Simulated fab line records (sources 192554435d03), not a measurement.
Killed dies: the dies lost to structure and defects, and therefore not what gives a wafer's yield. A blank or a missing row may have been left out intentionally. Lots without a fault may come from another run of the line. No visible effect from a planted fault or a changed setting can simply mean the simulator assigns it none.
Which tool was responsible? ; flow n5Finfet ; 24 lots, 72 wafers sampled, at 3 steps of a route of 1938

== WHAT THE GAUGES SHOWED, per wafer ==
N5_BEOL_M2_OCD_MEAS_38. Usual: trenchDepthNm at 55.3 nm, with a standard deviation of 1.3.
lot;measured;on;trenchDepthNm (nm);flag
L074;day 6 17:17;ocd-01;54.6 57.8 54.8;
L075;day 6 17:17;ocd-02;53.6 56.5 54.7;
L076;day 7 01:07;ocd-01;54.2 55.6 55.6;
L077;day 7 09:46;ocd-02;56.0 53.3 54.1;
L078;day 7 13:34;ocd-01;54.3 55.9 55.1;
L079;day 8 02:36;ocd-01;56.3 55.4 55.2;
L080;day 8 09:02;ocd-02;55.0 54.6 54.1;
L081;day 8 14:29;ocd-02;54.1 54.5 53.8;
L082;day 8 14:41;ocd-02;56.3 53.7 52.8;
L083;day 8 19:14;ocd-01;54.8 55.6 54.2;
L084;day 8 22:42;ocd-02;55.0 57.0 54.6;
L086;day 9 16:25;ocd-01;54.6 56.9 54.2;
L085;day 9 21:51;ocd-01;56.6 53.7 54.7;
L087;day 9 23:19;ocd-01;54.5 54.9 57.8;
L088;day 10 04:41;ocd-02;56.2 53.7 56.9;
L089;day 10 15:11;ocd-02;56.9 54.8 56.3;
L090;day 10 18:39;ocd-02;54.0 55.5 53.4;
L091;day 11 00:23;ocd-01;55.7 54.2 55.9;
L093;day 11 12:49;ocd-01;53.9 57.2 56.9;
L092;day 11 17:47;ocd-02;56.0 56.4 54.6;
L094;day 12 01:51;ocd-02;53.8 56.9 54.0;
L095;day 12 07:46;ocd-01;56.5 53.9 56.4;
L096;day 13 01:24;ocd-02;58.5 53.5 58.3;
L097;day 13 03:55;ocd-01;55.8 54.5 56.1;

== TOOL THAT RAN EACH LOT (tool first, then ch and the chambers of the sampled wafers, then the start) ==
lot;N5_BEOL_M2_ALD_98;N5_BEOL_M2_VIA_ETCH_34
L074;aldSin-02 ch 1,2, day 6 13:01;rieDiel-06 ch 2,3, day 6 17:02
L075;aldSin-01 ch 0,2, day 6 14:31;rieDiel-04 ch 0,1,3, day 6 17:02
L076;aldSin-03 ch 1,2,3, day 6 20:19;rieDiel-04 ch 0,1,3, day 7 00:52
L077;aldSin-03 ch 1,2, day 7 06:47;rieDiel-04 ch 1,2,3, day 7 09:31
L078;aldSin-03 ch 0,2,3, day 7 13:03;rieDiel-04 ch 0,2,3, day 7 13:19
L079;aldSin-01 ch 0,1,2, day 7 17:20;rieDiel-04 ch 0,2,3, day 8 02:21
L080;aldSin-01 ch 0,2,3, day 8 08:27;rieDiel-04 ch 0,2, day 8 08:46
L081;aldSin-02 ch 0,2, day 8 12:26;rieDiel-05 ch 0,2, day 8 14:14
L082;aldSin-02 ch 1,2, day 8 13:04;rieDiel-06 ch 0,1,2, day 8 14:26
L083;aldSin-02 ch 0,1,2, day 8 18:14;rieDiel-05 ch 0,2, day 8 18:52
L084;aldSin-03 ch 0,1,2, day 8 20:54;rieDiel-04 ch 0,2,3, day 8 22:26
L086;aldSin-01 ch 0,2, day 9 14:07;rieDiel-06 ch 1,2, day 9 16:10
L085;aldSin-01 ch 2,3, day 9 19:37;rieDiel-04 ch 1,2,3, day 9 21:36
L087;aldSin-01 ch 2,3, day 9 22:37;rieDiel-06 ch 1,2, day 9 22:56
L088;aldSin-03 ch 0,2, day 10 00:44;rieDiel-05 ch 1,2, day 10 04:26
L089;aldSin-02 ch 0,1, day 10 06:55;rieDiel-05 ch 0,2, day 10 14:56
L090;aldSin-02 ch 0,2,3, day 10 13:53;rieDiel-04 ch 0,1,2, day 10 18:23
L091;aldSin-02 ch 1,2,3, day 10 23:13;rieDiel-05 ch 1,2,3, day 11 00:08
L093;aldSin-03 ch 0,1, day 11 03:37;rieDiel-05 ch 0,2, day 11 12:34
L092;aldSin-01 ch 0,2,3, day 11 04:09;rieDiel-05 ch 0,2,3, day 11 17:32
L094;aldSin-02 ch 0,1,2, day 11 14:15;rieDiel-04 ch 2,3, day 12 01:36
L095;aldSin-01 ch 1,2, day 12 01:58;rieDiel-04 ch 2,3, day 12 07:31
L096;aldSin-03 ch 1,3, day 12 07:59;rieDiel-06 ch 1,2, day 13 01:09
L097;aldSin-03 ch 2,3, day 12 17:01;rieDiel-04 ch 0,3, day 13 03:40
- N5_BEOL_M2_ALD_98: deposits SiO2, target thk 2.5 nm, pulse time 1 s, co reactant pulse time 1 s.
- N5_BEOL_M2_VIA_ETCH_34: etches the open film in C4F6/O2, target depth 69.4 nm, time 65.9 s.

== AS READ BY THE TOOLS THEMSELVES (means over the sampled wafers that have a number; for cases with no such wafer, the mark the record gives instead) ==
N5_BEOL_M2_ALD_98. Usual: heaterPowerW 76 W, standard deviation 10; precursorPulseHeightRel 1.000, standard deviation 0.02.
lot;tool;heaterPowerW (W);precursorPulseHeightRel;flag
L074;aldSin-02;79;1.008;
L075;aldSin-01;75;0.998;
L076;aldSin-03;74;0.989;
L077;aldSin-03;85;0.978;
L078;aldSin-03;82;1.019;
L079;aldSin-01;75;0.997;
L080;aldSin-01;75;1.008;
L081;aldSin-02;72;0.988;
L082;aldSin-02;80;1.000;
L083;aldSin-02;76;0.995;
L084;aldSin-03;84;1.021;
L086;aldSin-01;81;0.984;
L085;aldSin-01;75;0.997;
L087;aldSin-01;81;1.007;
L088;aldSin-03;90;0.990;
L089;aldSin-02;75;1.010;
L090;aldSin-02;75;0.980;
L091;aldSin-02;80;1.001;
L093;aldSin-03;76;0.995;
L092;aldSin-01;75;0.988;
L094;aldSin-02;77;0.986;
L095;aldSin-01;75;1.017;
L096;aldSin-03;65;1.004;
L097;aldSin-03;73;1.001;

N5_BEOL_M2_VIA_ETCH_34. Usual: drypumpMotorCurrentA 5.6 A, standard deviation 0.37; mfcArSccm 299.9 sccm, standard deviation 0.96; oesProductAu 0.78 a.u., standard deviation 0.1; rfVppV 660 V, standard deviation 14; showerheadPlenumPTorr 2.82 Torr, standard deviation 0.12; throttleValvePct 30.6 %, standard deviation 0.35.
lot;tool;drypumpMotorCurrentA (A);mfcArSccm (sccm);oesProductAu (a.u.);rfVppV (V);showerheadPlenumPTorr (Torr);throttleValvePct (%);flag
L074;rieDiel-06;5.8;299.6;0.78;669;2.70;30.3;
L075;rieDiel-04;5.4;300.5;0.77;655;2.74;30.3;
L076;rieDiel-04;5.4;300.0;0.77;655;2.74;30.3;
L077;rieDiel-04;5.4;300.5;0.79;653;2.81;30.3;
L078;rieDiel-04;5.6;299.6;0.78;654;2.82;30.6;
L079;rieDiel-04;5.6;300.6;0.76;653;2.82;30.6;
L080;rieDiel-04;5.7;299.4;0.72;651;2.86;30.8;
L081;rieDiel-05;5.3;300.2;0.70;666;2.87;30.9;
L082;rieDiel-06;6.0;299.5;0.70;670;2.75;30.7;
L083;rieDiel-05;5.5;299.9;0.68;671;2.79;31.0;
L084;rieDiel-04;5.6;298.9;0.76;653;2.82;30.6;
L086;rieDiel-06;5.6;300.6;0.70;681;2.70;30.5;
L085;rieDiel-04;5.5;300.1;0.76;653;2.80;30.3;
L087;rieDiel-06;5.7;300.1;0.69;679;2.70;30.5;
L088;rieDiel-05;5.8;299.7;0.79;658;2.84;30.8;
L089;rieDiel-05;5.5;299.0;0.87;679;3.01;30.7;
L090;rieDiel-04;5.6;301.0;0.78;655;2.89;30.4;
L091;rieDiel-05;5.6;299.9;0.83;652;2.85;30.9;
L093;rieDiel-05;5.5;300.2;0.84;679;3.01;30.7;
L092;rieDiel-05;5.5;299.6;0.86;662;2.94;30.9;
L094;rieDiel-04;5.7;299.6;0.75;652;2.87;30.6;
L095;rieDiel-04;5.5;299.1;0.79;655;2.83;30.5;
L096;rieDiel-06;5.8;299.9;0.85;674;2.73;30.4;
L097;rieDiel-04;5.4;300.0;0.85;659;2.87;30.4;

== THE ANSWER, worked out from the rows above alone ==
Rule: a lot is off if the mean of its wafers that have a number lies more than 3 standard deviations from the usual mean. A lot without any number at a reading at which 4 lots or more have one is off too. Any other lot the step has rows for is counted as sound. After the gauges, taken in route order, come the tools' own readings; for these a lot's mean is taken, as printed above. The first step at which some lot is off is used, and at that step the reading that is off furthest; a lot without a number counts as furthest.
None of the lots is off at any reading shown; this tells nothing.

== WHAT THE SIMULATOR PUT IN ==
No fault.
